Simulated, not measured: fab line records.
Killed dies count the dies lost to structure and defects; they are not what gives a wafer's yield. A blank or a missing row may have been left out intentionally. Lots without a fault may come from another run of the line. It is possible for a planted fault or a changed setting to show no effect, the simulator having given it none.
Which tool was responsible?	flow n5 finfet	11 lots with 33 wafers sampled at 2 steps, on a route of 1938 steps

== WHAT THE GAUGES SHOWED, per wafer ==
N5_PASSIVATION_CD_MEAS_30: target cd 4000 nm.
lot	measured	on	cd nm (nm)
L552	day 12 17:15	cd sem-02	3999.1 3997.7 3998.9
L551	day 12 13:04	cd sem-02	3999.6 3997.4 4000.2
L554	day 12 18:16	cd sem-01	4000.5 3997.0 3999.8
L555	day 13 12:02	cd sem-02	3998.7 3998.0 3999.1
L556	day 13 19:45	cd sem-03	4001.7 4000.8 3999.7
L558	day 14 14:00	cd sem-03	4002.9 4002.7 4003.4
L564	day 15 14:04	cd sem-02	3999.5 3999.9 3997.5
L563	day 15 21:43	cd sem-03	4000.7 4000.1 4000.3
L570	day 16 20:42	cd sem-01	4001.5 4002.1 4001.5
L571	day 18 10:28	cd sem-03	4000.9 4001.2 3999.7
L573	day 19 01:04	cd sem-01	4001.6 4001.7 4001.3

== WHAT TOOL EACH LOT RAN ON (gives the tool, then ch and the chambers of the sampled wafers, and finally the start) ==
lot	N5_BEOL_M8_ETCH_62
L552	rie diel-05 ch 0,1,3, day 9 05:54
L551	rie diel-02 ch 1,2,3, day 9 08:58
L554	rie diel-04 ch 1,2,3, day 10 01:28
L555	rie diel-05 ch 0,3, day 10 02:04
L556	rie diel-02 ch 0,1,3, day 10 14:44
L558	rie diel-04 ch 2,3, day 11 06:46
L564	rie diel-04 ch 0,2,3, day 12 15:10
L563	rie diel-04 ch 0,2,3, day 13 03:51
L570	rie diel-04 ch 0,1,2, day 13 21:49
L571	rie diel-05 ch 0,1,2, day 15 06:44
L573	rie diel-05 ch 1,2, day 15 20:34
- N5_BEOL_M8_ETCH_62: etches SOC in N2/H2, target depth 110 nm, overetch 22 nm, time 165 s.

== THE ANSWER, worked out from the rows above alone ==
Rule: what is usual is taken from the lots themselves. Put in order of their means at a reading, lots are off if they are a third of the lots or fewer, leave a main group of 4 or more, and stand apart from it by a gap of 3 or more times the standard deviation of the main group's means; of several such gaps the widest counts. Not used: any main group whose means are identical at the precision the tables above print for the reading. Also off: a lot with no number at a reading for which 4 or more lots have one. Where the step has rows for the other lots, those lots are counted as sound.
Across all readings shown, no lot is off: no conclusion can be drawn from this.

== WHAT THE SIMULATOR PUT IN ==
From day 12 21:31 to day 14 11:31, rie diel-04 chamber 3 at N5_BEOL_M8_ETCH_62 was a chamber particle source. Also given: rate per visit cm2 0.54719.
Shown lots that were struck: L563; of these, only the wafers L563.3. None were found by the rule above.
